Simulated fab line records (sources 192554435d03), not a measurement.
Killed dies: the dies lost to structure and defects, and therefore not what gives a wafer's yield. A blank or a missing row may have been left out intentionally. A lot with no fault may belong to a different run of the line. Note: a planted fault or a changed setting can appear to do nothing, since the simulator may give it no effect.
A lot that was struck, set against a sound lot :: flow n5Finfet :: 38 out of 1938 route steps
Sound: the wafers L636.3, L636.4, L636.6. Wafers struck: L628.3, L628.4, L628.5. The cause is given at the end.
For every step that has rows: the tool of each side, followed by ch and its chambers, followed by its first start. Under that, the readings that differ: sound wafers :: struck wafers :: difference of the means :: sigmas: that difference in standard deviations of wafers without a fault.
alike: same words and numbers on both sides, and readings whose means sit less than 2 such deviations apart. not compared: any withheld reading, any reading some wafer has no value for, any bound like >300 that may hide the same value, and any number with overlapping values for which the record gives no deviation.
Wherever a step has rows on one side only, a row that says differs or no value, or a row with sigmas, the two part there. Numbers that don't overlap but have no deviation are shown without sigmas and don't part them. Lack of a reading on every wafer of one side parts them only where that side has two or more wafers.

first, 9 steps without rows for these wafers: N5_BEOL_M4_ANNEAL_95 (time 240 s); N5_BEOL_M4_SPUTTER_96 (material Cu, target thk 4.5 nm, time 8.29 s); N5_BEOL_M4_ECD_50 (material Cu, target thk 300 nm); N5_BEOL_M4_ANNEAL_51 (time 90 s); N5_BEOL_M4_CMP_52 (polishes, stops on SiOC, t overpolish 6.8 s, target thk 40 nm); N5_BEOL_M4_PRE_CLEAN_60 (time 15 s); N5_BEOL_M4_CO_CAP_55 (material Co, precursor CCTBA/H2, target thk 2 nm, time 102.1 s); N5_BEOL_M4_PRE_CLEAN_56 (time 15 s); N5_BEOL_M4_DEP_57 (deposits SiCN from 3MS/NH3, target thk 8 nm, time 14 s).
N5_BEOL_M4_RC_MEAS_101:
  sound on prober-01 ch 0, day 14 04:36; struck on prober-02 ch 0, day 12 07:04
  alike: DIBL_N, DIBL_P, IOFF_N, IOFF_P, ION_N, ION_P, SS_N, SS_P, VT_N, VT_P
then, 24 steps without rows for these wafers: N5_BEOL_M5_ILD_DEP_00 (deposits SiCOH lowk from DEMS/porogen, target thk 140.64 nm, time 25.9 s); N5_BEOL_M5_CURE_79 (cures SiCOH lowk, time 240 s); N5_BEOL_M5_PECVD_70 (deposits SiO2 from TEOS/O2, target thk 16 nm, time 18 s); N5_BEOL_M5_HM_DEP_02 (deposits TiN, target thk 20 nm); N5_BEOL_M5_COAT_59 (time 60 s, resist thk 60 nm); N5_BEOL_M5_COAT_60 (time 60 s, resist thk 12 nm); N5_BEOL_M5_COAT_71 (time 60 s, resist thk 5 nm); N5_BEOL_M5_COAT_05 (resist thk 30 nm); N5_BEOL_M5_EBR_07; N5_BEOL_M5_SOFTBAKE_06 (time 60 s); N5_BEOL_M5_EXPOSE_08 (exposes mask M5, target cd 28 nm); N5_BEOL_M5_PEB_09 (peb time 60 s); N5_BEOL_M5_DEVELOP_10 (develop time 30 s); N5_BEOL_M5_DESCUM_16 (chemistry O2, time 7 s); N5_BEOL_M5_ETCH_72 (etches underlayer in N2/H2, target depth 6.5 nm, time 5.2 s); N5_BEOL_M5_ETCH_61 (etches SiARC in CF4, target depth 15.6 nm, time 26 s); N5_BEOL_M5_ETCH_62 (etches SOC in N2/H2, target depth 75 nm, overetch 15 nm, time 112.5 s); N5_BEOL_M5_STRIP_63 (strips in N2/H2); N5_BEOL_M5_STRIP_73 (strips in N2/H2); N5_BEOL_M5_STRIP_64 (strips in CF4); N5_BEOL_M5_HM_OPEN_17 (chemistry Cl2/BCl3, target TiN, target depth 20 nm, overetch 6 nm); N5_BEOL_M5_STRIP_19 (strips in O2); N5_BEOL_M5_COAT_65 (time 60 s, resist thk 60 nm); N5_BEOL_M5_COAT_66 (time 60 s, resist thk 12 nm).
-- record jumps: 3 days separate the struck wafers' starts on either side; left off in module BEOL_M5, taken up again in module BEOL_M12, whose first shown step is the route's number 1639 --
N5_BEOL_M12_TRENCH_ETCH_34: etches SiOC in C4F8/O2/Ar, target depth 318.95 nm, time 125.5 s.
  sound on rieDiel-04 ch 1,3, day 16 22:01; struck on rieDiel-04 ch 1,2, day 15 04:30
  no value came back on the struck wafers for any of 7 readings (C4F8_flow_sccm (sccm), O2_flow_sccm (sccm) and others); on the sound wafers C4F8_flow_sccm (sccm) reads 15.02 14.99 14.96
reading: model.SiARC_of_BEOL_M12_COAT_66.thkNm (nm)
sound: 0 0 0
struck: 85.6 86.4 85.6
difference: +85.9
sigmas: 
  not compared: rfHoursCounterH
N5_BEOL_M12_OCD_MEAS_35:
  sound: ocd-02 at day 16 22:10; struck: ocd-01 at day 15 04:40
reading: trenchDepthNm (nm)
sound: 319 315 318
struck: 0 0 0
difference: -317
sigmas: -77
N5_BEOL_M12_CMP_49: polishes, stops on SiOC, t overpolish 20.6 s, target thk 320 nm.
  sound on cmp-04 ch 1,3, day 17 12:43; struck on cmp-03 ch 0,2,3, day 15 06:07
reading: model.Cu_of_BEOL_M12_ECD_47.thkNm (nm)
sound: 320.2 317.2 320.6
struck: 0 0 1.6
difference: -319
sigmas: 
  alike: barrierFieldEndpointS, motorCurrentA, overpolishRunS, retainingRingPressureFrac
N5_PASSIVATION_PROBE_49:
  only the struck wafers here have rows in the record (prober-01, day 16 18:28); the sound ones have none

## WHERE THEY PART
Last at N5_PASSIVATION_PROBE_49 as far as this record goes, first at N5_BEOL_M12_TRENCH_ETCH_34.

WHY: what had been put in by the simulator
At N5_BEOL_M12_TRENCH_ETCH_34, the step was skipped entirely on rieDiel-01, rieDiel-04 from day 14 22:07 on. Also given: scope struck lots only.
